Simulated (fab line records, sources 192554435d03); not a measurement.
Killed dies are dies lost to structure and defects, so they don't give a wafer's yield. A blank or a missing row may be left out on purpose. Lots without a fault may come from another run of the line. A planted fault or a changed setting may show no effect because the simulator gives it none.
Chamber matching | flow n5_finfet | N5_FIN_SAQP_SPACER1_ETCHBACK_25 on rie_diel-04: 4 sister chambers
The step etches SiO2 in CHF3/O2, target depth 24.4 nm, time 12.2 s. 4 wafers are shown with their chamber, then 12 later ones without.

WAFERS WITH THEIR CHAMBER
wafer  | chamber | showerhead_plenum_p_Torr (Torr)
L090.4 | 1       | 2.48
L091.1 | 0       | 2.48
L091.2 | 3       | 2.40
L091.6 | 2       | 2.40

WAFERS WITHOUT THEIR CHAMBER
wafer  | showerhead_plenum_p_Torr (Torr)
L092.1 | 2.48
L092.2 | 2.40
L092.3 | 2.48
L092.4 | 2.48
L092.5 | 2.48
L092.6 | 2.40
L097.1 | 2.47
L097.2 | 2.40
L097.3 | 2.48
L097.4 | 2.40
L097.5 | 2.40
L097.6 | 2.40

WHICH CHAMBER EACH WENT THROUGH
wafer  | from the rows above     | in truth
L092.1 | can't be placed: 0 or 1 | 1
L092.2 | can't be placed: 2 or 3 | 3
L092.3 | can't be placed: 0 or 1 | 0
L092.4 | can't be placed: 0 or 1 | 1
L092.5 | can't be placed: 0 or 1 | 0
L092.6 | can't be placed: 2 or 3 | 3
L097.1 | can't be placed: 0 or 1 | 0
L097.2 | can't be placed: 2 or 3 | 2
L097.3 | can't be placed: 0 or 1 | 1
L097.4 | can't be placed: 2 or 3 | 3
L097.5 | can't be placed: 2 or 3 | 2
L097.6 | can't be placed: 2 or 3 | 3
Placed correctly: 0 of 12. Can't be placed from these rows: 12 (the true chamber is among the candidates in 12). Placed wrongly: 0.
How it was worked out, from the rows above alone: a wafer's distance from a chamber is the root of the sum, over the readings, of the square of ((its reading less the chamber's mean) divided by the reading's scatter). The wafer belongs to the nearest chamber; if the next one is less than 2 further off, it can't be placed. A chamber's mean is the mean of its shown wafers. The scatter: with one shown wafer a chamber, the root of the mean of the squares of how far each hidden wafer lies from its nearest shown one.
